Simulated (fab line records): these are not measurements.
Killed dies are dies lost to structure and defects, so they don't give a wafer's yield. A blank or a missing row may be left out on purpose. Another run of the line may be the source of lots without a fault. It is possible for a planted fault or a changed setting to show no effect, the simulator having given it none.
The tool behind it: which one? | flow nand harc | 6 lots, 18 wafers sampled, at 4 steps of a route of 1302

== WHAT THE GAUGES READ, wafer by wafer ==
NHARC_END_SORT_01.
lot  | measured     | on        | killed at other
L996 | day 25 06:17 | prober-01 | 0 1 0
L104 | day 28 12:50 | prober-01 | 1 0 1
L105 | day 29 10:13 | prober-02 | 29 25 0

== WHICH TOOL RAN EACH LOT (tool, then ch and the chambers of the sampled wafers, then the start) ==
lot  | NHARC_THIN_TSV_DEGAS_49      | NHARC_THIN_TSV_PVD_51        | NHARC_THIN_TSV_DESCUM_35
L996 | pvd sputter-01, day 24 14:52 | pvd sputter-01, day 24 15:07 | rie diel-09 ch 0,3, day 24 18:09
L100 | pvd sputter-01, day 26 12:25 | pvd sputter-01, day 26 12:44 | rie diel-10 ch 1,2,3, day 26 15:37
L104 | pvd sputter-02, day 28 01:54 | pvd sputter-02, day 28 02:11 | rie diel-11 ch 0,2,3, day 28 05:04
L105 | pvd sputter-02, day 28 20:25 | pvd sputter-02, day 28 20:41 | rie diel-09 ch 2,3, day 28 23:41
L115 | pvd sputter-03, day 32 12:48 | pvd sputter-03, day 32 13:05 | rie diel-11 ch 0,3, day 32 16:07
L116 | pvd sputter-02, day 33 09:53 | pvd sputter-02, day 33 10:10 | rie diel-11 ch 1,2,3, day 33 13:04
- NHARC_THIN_TSV_DEGAS_49: time 120 s.
- NHARC_THIN_TSV_PVD_51: deposits Cu, target thk 100 nm.
- NHARC_THIN_TSV_DESCUM_35: chemistry O2, time 3 s.

== THE ANSWER, worked out from the rows above alone ==
Rule: usual is defined by the lots themselves. Put in order of their means at a reading, lots are off if they are a third of the lots or fewer, leave a main group of 4 or more, and stand apart from it by a gap of 3 or more times the standard deviation of the main group's means; of several such gaps the widest counts. The tables above print the reading to a certain number of digits; a main group whose means all agree to those digits is not used. Also off: a lot with no number at a reading for which 4 or more lots have one. The other lots that the step has rows for count as sound.
Nothing can be told from this: no lot is off at any reading shown.

== WHAT HAD BEEN PUT IN BY THE SIMULATOR ==
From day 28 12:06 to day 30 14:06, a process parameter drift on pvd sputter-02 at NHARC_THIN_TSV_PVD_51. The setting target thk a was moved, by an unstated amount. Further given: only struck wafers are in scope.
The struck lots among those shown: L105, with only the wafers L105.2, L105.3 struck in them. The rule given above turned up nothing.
